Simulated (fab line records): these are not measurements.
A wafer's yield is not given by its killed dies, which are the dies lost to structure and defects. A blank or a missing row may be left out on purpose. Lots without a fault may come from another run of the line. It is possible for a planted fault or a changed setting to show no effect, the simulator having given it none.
Chamber matching ; flow nand harc ; rie diel-08 running NHARC_A_CONTACT_DESCUM_47: 4 sister chambers
The step chemistry O2, time 3 s. 18 wafers are shown with their chamber, then 9 later ones without.

## EACH WAFER AND ITS CHAMBER
wafer;chamber;showerhead plenum p Torr (Torr);drypump motor current A (A);rf vpp V (V)
L758.4;0;1.98;6.0;59.0
L758.5;1;1.84;6.1;56.5
L758.6;0;1.98;6.0;57.8
L760.2;3;2.00;5.8;57.1
L760.4;2;2.01;5.6;56.8
L760.5;3;2.00;5.9;58.0
L761.1;2;2.01;5.6;56.9
L761.2;3;2.00;5.8;58.9
L761.3;1;1.84;6.1;57.0
L762.1;2;2.01;5.6;57.8
L762.3;1;1.84;6.1;58.7
L762.4;3;2.00;5.8;56.3
L765.1;1;1.84;6.1;58.3
L765.3;0;1.97;6.0;59.2
L765.4;2;2.00;5.6;57.4
L768.2;2;2.00;5.6;58.1
L768.5;0;1.97;6.0;58.1
L768.6;3;2.00;5.8;56.7

SIGNATURES, as means of the wafers listed above
reading;chamber 0;chamber 1;chamber 2;chamber 3;scatter within a chamber
showerhead plenum p Torr;1.9750;1.8400;2.0060;2.0000;0.00396
drypump motor current A;6.000;6.100;5.600;5.820;0.0239
rf vpp V;58.525;57.625;57.400;57.400;0.858
Rule: a wafer lies at a distance from a chamber equal to the root of the sum of squares, over the readings, of (its reading less the chamber's mean, divided by the reading's scatter). The wafer belongs to the nearest chamber; if the next one is less than 2 further off, it can't be placed. How the scatter is found: for the shown wafers, subtract from each reading the mean of its chamber, square and add these, divide the total by (wafers less chambers), then take the root.

## WAFERS WITH NO CHAMBER GIVEN
wafer;showerhead plenum p Torr (Torr);drypump motor current A (A);rf vpp V (V)
L770.3;1.97;6.0;58.0
L770.4;1.83;6.1;57.1
L770.6;2.00;5.6;57.1
L771.2;2.00;5.8;57.8
L771.5;2.00;5.6;57.0
L771.6;2.00;5.8;58.2
L774.3;1.99;5.8;56.8
L774.4;2.00;5.6;56.8
L774.6;1.97;6.0;58.8

## CHAMBER TAKEN BY EACH
wafer;from the rows above;in truth
L770.3;0;0
L770.4;1;1
L770.6;2;2
L771.2;3;3
L771.5;2;2
L771.6;3;3
L774.3;3;3
L774.4;2;2
L774.6;0;0
9 of 9 placed correctly. From these rows, 0 cannot be placed. 0 placed wrongly.
